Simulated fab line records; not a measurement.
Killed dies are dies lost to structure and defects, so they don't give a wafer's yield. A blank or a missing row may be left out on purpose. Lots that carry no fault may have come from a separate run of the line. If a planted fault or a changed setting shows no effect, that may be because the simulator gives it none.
Split-lot trial -- flow n5Finfet -- on a route of 1938 steps: 7 lots, 21 wafers read

## THE SPLIT
At N5_FIN_SAQP_SPACER1_ALD_24 (deposits SiO2, target thk 20.3 nm, pulse time 1 s, purge time 2 s), the setting aldCycles was moved away from the recipe's 218 on 7 of the 21 wafers read, by -16.1% to +13.8%. This setting was run at the recipe's value on the other wafers.

## FROM THE SPLIT TO THE READING: what the file shows between them, 2 steps
- N5_FIN_SAQP_SPACER1_ETCHBACK_25: etches SiO2 in CHF3/O2, target depth 24.4 nm, time 12.2 s
- N5_FIN_SAQP_MANDREL1_REMOVE_56: chemistry HBr/Cl2/O2, target a-Si, stops on SiNx, bt time 10 s

## THE READING
Shown in nm: cdNm at N5_FIN_SAQP_CD_MEAS_27, with target cd 20 nm. Typical for fault-free wafers on this fab line: 20.25 nm, with standard deviation 0.25 nm.

wafer,"tool, chamber at the split",aldCycles as run,against the recipe,"cdNm, nm",against lot-mates on the recipe
L076.1,"aldSin-01, 0,2",248,+13.8%,23.03,+3.14
L076.4,"aldSin-01, 1",218,recipe,19.89,-
L076.6,"aldSin-01, 0,2",248,+13.8%,23.18,+3.29
L081.1,"aldSin-04, 0",218,recipe,20.28,-
L081.2,"aldSin-04, 1,3",218,recipe,20.46,-
L081.3,"aldSin-04, 1,3",218,recipe,20.55,-
L083.1,"aldSin-03, 2,1",183,-16.1%,16.97,-3.19
L083.4,"aldSin-03, 1",218,recipe,20.16,-
L083.5,"aldSin-03, 2,1",183,-16.1%,17.04,-3.12
L088.1,"aldSin-01, 3",218,recipe,20.48,-
L088.2,"aldSin-01, 1",241,+10.6%,22.39,+1.91
L088.3,"aldSin-01, 0",241,+10.6%,22.46,+1.98
L089.3,"aldSin-01, 2",218,recipe,19.99,-
L089.4,"aldSin-01, 0",218,recipe,19.93,-
L089.6,"aldSin-01, 0",206,-5.5%,19.18,-0.78
L096.1,"aldSin-03, 3,1",218,recipe,20.57,-
L096.4,"aldSin-03, 1",218,recipe,19.73,-
L096.6,"aldSin-03, 3,1",218,recipe,20.22,-
L097.3,"aldSin-01, 0",218,recipe,20.15,-
L097.4,"aldSin-01, 3,2",218,recipe,19.96,-
L097.6,"aldSin-01, 3,2",218,recipe,20.23,-
When a row names more than one chamber, that row covers several wafers, and the file does not tell which wafer ran in which chamber.

FIT RESULTS
A straight line over all 21 wafers: cdNm changes by +0.205 nm for each +1% of aldCycles; r = +0.99; the points scatter about the line by 0.23 nm.
The same after taking each lot's own level away (the mean of its wafers on the recipe; 21 wafers): +0.205 nm for each +1%; r = +0.99; scatter 0.23 nm.
Per that fit: largest aldCycles move, reading shift of 3.3 nm.
The span of the lots' own levels, 19.890 to 20.480 nm, comes to 2.4 times the standard deviation stated above.
So the lot-to-lot level changes the slope little: the two slopes agree.
Check: for one of the wafers moved furthest among these (-16.1%), held out of the fit, the line's prediction against its lot-mates is -3.26 nm. Against them it came out at -3.19 nm.

## OTHER SPLITS APPLIED TO THESE WAFERS
Note: prior to the reading, these wafers also went through further splits. Each is held against what the fit with the lots' levels taken away leaves over:
other split on the same wafers,wafers away from the commonest value,r with cdNm (lot level and that fit taken away)
N5_PMOS_HMC_CHANNEL_EPI_PEB_07 pebTempC,7,+0.21
N5_PMOS_HMC_CHANNEL_EPI_DEVELOP_08 developTimeS,8,+0.02

## THE WHOLE CHAIN: every reading that the file lists as answering this split, in the file's order
step,what it does,reading,change (the file's fit),r (the file's)
N5_FIN_SAQP_SPACER1_ALD_24,"deposits SiO2, target thk 20.3 nm, pulse time 1 s, purge time 2 s","SiO2_of_FIN_SAQP_SPACER1_ALD_24.thkNm (the simulator's own value, which no gauge read)",+0.204 nm for each +1% of the setting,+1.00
N5_FIN_SAQP_MANDREL1_REMOVE_56,"chemistry HBr/Cl2/O2, target a-Si, stops on SiNx, bt time 10 s","FIN_SAQP.cdNm (the simulator's own value, which no gauge read)",+0.206 nm for each +1% of the setting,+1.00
N5_FIN_SAQP_CD_MEAS_27,target cd 20 nm,cdNm,+0.203 nm for each +1% of the setting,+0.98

## THE FILE'S OWN FIT
cdNm changes by +0.203 nm for each +1% of aldCycles, r = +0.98.
